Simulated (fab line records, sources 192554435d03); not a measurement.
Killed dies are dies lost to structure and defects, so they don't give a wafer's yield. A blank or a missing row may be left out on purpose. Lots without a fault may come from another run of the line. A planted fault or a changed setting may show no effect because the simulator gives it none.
Split-lot experiment | flow n5_finfet | 7 lots, 21 wafers read, on a route of 1938 steps

THE SPLIT
At N5_BEOL_M3_COAT_05 (resist thk 30 nm), the setting spin_rpm was moved away from the recipe's 1500 rpm on 6 of the 21 wafers read, by -11.0% to -3.9%. The other wafers ran this setting at the recipe's value.

The reading is taken at the split's own step.

THE READING
CAR-EUV_of_BEOL_M3_COAT_05.thk_nm (the simulator's own value, which no gauge read), in nm, at N5_BEOL_M3_COAT_05 (resist thk 30 nm). The file gives no usual value for it. The 15 wafers here that ran the recipe average 30.0 nm, standard deviation 0.12 nm.

wafer  | tool, chamber at the split | spin_rpm as run, rpm | against the recipe | CAR-EUV_of_BEOL_M3_COAT_05.thk_nm, nm | against lot-mates on the recipe
L076.2 | litho_track-03, 0          | 1500                 | recipe             | 30                                    | -
L076.4 | litho_track-03, 0          | 1441                 | -3.9%              | 30.6                                  | +0.6
L076.5 | litho_track-03, 0          | 1441                 | -3.9%              | 30.6                                  | +0.6
L083.3 | litho_track-04, 0          | 1500                 | recipe             | 30                                    | -
L083.4 | litho_track-04, 0          | 1392                 | -7.2%              | 31                                    | +1.0
L083.5 | litho_track-04, 0          | 1392                 | -7.2%              | 31.2                                  | +1.2
L086.1 | litho_track-03, 0          | 1500                 | recipe             | 30                                    | -
L086.3 | litho_track-03, 0          | 1500                 | recipe             | 30                                    | -
L086.5 | litho_track-03, 0          | 1500                 | recipe             | 30                                    | -
L085.3 | litho_track-02, 0          | 1500                 | recipe             | 29.8                                  | -
L085.5 | litho_track-02, 0          | 1500                 | recipe             | 29.8                                  | -
L085.4 | litho_track-02, 0          | 1500                 | recipe             | 30                                    | -
L088.2 | litho_track-02, 0          | 1500                 | recipe             | 30.2                                  | -
L088.3 | litho_track-02, 0          | 1500                 | recipe             | 30.2                                  | -
L088.6 | litho_track-02, 0          | 1500                 | recipe             | 30.2                                  | -
L089.1 | litho_track-04, 0          | 1335                 | -11.0%             | 31.8                                  | +1.8
L089.3 | litho_track-04, 0          | 1335                 | -11.0%             | 31.8                                  | +1.8
L089.4 | litho_track-04, 0          | 1500                 | recipe             | 30                                    | -
L095.2 | litho_track-02, 0          | 1500                 | recipe             | 30                                    | -
L095.5 | litho_track-02, 0          | 1500                 | recipe             | 30                                    | -
L095.3 | litho_track-02, 0          | 1500                 | recipe             | 30.2                                  | -

THE FIT
A straight line over all 21 wafers: CAR-EUV_of_BEOL_M3_COAT_05.thk_nm changes by -0.157 nm for each +1% of spin_rpm; r = -0.98; the points scatter about the line by 0.12 nm.
The same after taking each lot's own level away (the mean of its wafers on the recipe; 21 wafers): -0.16 nm for each +1%; r = -0.99; scatter 0.066 nm.
On that fit, the largest move of spin_rpm shifts the reading by 1.8 nm.
The lots' own levels span 29.87 to 30.20 nm, that is 2.7 times the standard deviation above.
So the lot-to-lot level changes the slope little: the two slopes agree.
Check: with one of the wafers moved furthest among these (-11.0%) left out of the fit, the line predicts +1.74 nm for it against its lot-mates. It came out at +1.8 nm against them.

OTHER SPLITS ON THESE WAFERS
These wafers also went through other splits before the reading. Each is held against what the fit with the lots' levels taken away leaves over:
other split on the same wafers            | wafers away from the commonest value | r with CAR-EUV_of_BEOL_M3_COAT_05.thk_nm (lot level and that fit taken away)
N5_GATE_CUT_ETCH_36 cf4_flow_sccm         | 7                                    | +0.23
N5_MOL_CONTACT_COAG_VIA_ETCH_46 bias_w    | 7                                    | -0.31
N5_MOL_CONTACT_COAG_COAT_64 spin_rpm      | 7                                    | -0.26
N5_BEOL_M0_SAQP_PECVD_96 time_s           | 7                                    | -0.08
N5_BEOL_M0_SAQP_DEVELOP_13 develop_time_s | 5                                    | -0.02
N5_BEOL_M1_ETCH_64 source_w               | 11                                   | +0.01

THE FILE'S OWN FIT
CAR-EUV_of_BEOL_M3_COAT_05.thk_nm changes by -0.16 nm for each +1% of spin_rpm, r = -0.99.
